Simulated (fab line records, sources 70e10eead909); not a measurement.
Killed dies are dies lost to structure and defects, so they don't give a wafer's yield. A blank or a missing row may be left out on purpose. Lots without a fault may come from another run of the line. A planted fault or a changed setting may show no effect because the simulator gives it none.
A struck lot beside a sound one | flow nand_harc | 16 steps out of a route of 1302
Sound: wafers L724.1, L724.2, L724.6. Struck: wafers L713.4, L713.6. (L713.2 of the same lot was not struck and is left out.) The cause comes at the end.
At each step with rows: each side's tool, then ch and its chambers, then its first start. Under that, the readings that differ: sound wafers | struck wafers | difference of the means | sigmas: that difference in standard deviations of wafers without a fault.
alike: readings whose means differ by less than 2 such deviations, and words and numbers that are the same on both sides. not compared: withheld readings, readings that some wafer has no value for, bounds like >300 that may hide the same value, and numbers for which the record gives no deviation and whose values overlap.
The two part at a step that has a row with sigmas, a row that says differs or no value, or rows on one side only. Numbers that don't overlap but have no deviation are shown without sigmas and don't part them. A reading that every wafer of one side lacks parts them only if that side has two wafers or more.

NHARC_P_START_INSPECT_01:
  sound on defect_inspect-02, day 8 02:02; struck on defect_inspect-01, day 3 12:02
  alike: raw_defect_count
then, 10 steps without rows for these wafers: NHARC_P_ZERO_WELL_PRECLEAN_00 (cleans in SPM, time 600 s); NHARC_P_ZERO_WELL_SRD_01; NHARC_P_ZERO_WELL_PECVD_02 (deposits SiO2, target thk 10 nm); NHARC_P_ZERO_WELL_DEHYDRATE_03 (time 120 s); NHARC_P_ZERO_WELL_HMDS_04 (time 30 s); NHARC_P_ZERO_WELL_COAT_64 (time 65 s); NHARC_P_ZERO_WELL_COAT_05 (resist thk 600 nm); NHARC_P_ZERO_WELL_SOFTBAKE_06 (time 70 s); NHARC_P_ZERO_WELL_EBR_07; NHARC_P_ZERO_WELL_EXPOSE_08 (exposes mask P ZERO, target cd 500 nm).
NHARC_P_ZERO_WELL_PEB_09: peb time 80 s.
  sound on litho_track-03 ch 0, day 8 03:09; struck on litho_track-03 ch 0, day 3 13:02
then, 1 step without rows for these wafers: NHARC_P_ZERO_WELL_DEVELOP_10 (time 50 s).
NHARC_P_ZERO_WELL_CD_MEAS_11: target cd 500 nm.
  sound on cd_sem-01 ch 0, day 8 03:14; struck on cd_sem-01 ch 0, day 3 13:08
  reading    | sound             | struck      | difference | sigmas
  cd_nm (nm) | 498.1 497.6 498.7 | 510.6 506.6 | +10.5      | +5
then, 1 step without rows for these wafers: NHARC_P_ZERO_WELL_HARDBAKE_12 (time 65 s).
NHARC_END_SORT_01:
  the record has rows for the sound wafers here (prober-01 ch 0, day 30 17:50) and none for the struck ones

WHERE THEY PART
First at NHARC_P_ZERO_WELL_CD_MEAS_11; last, within this record, at NHARC_END_SORT_01.

WHY: what the simulator had put in
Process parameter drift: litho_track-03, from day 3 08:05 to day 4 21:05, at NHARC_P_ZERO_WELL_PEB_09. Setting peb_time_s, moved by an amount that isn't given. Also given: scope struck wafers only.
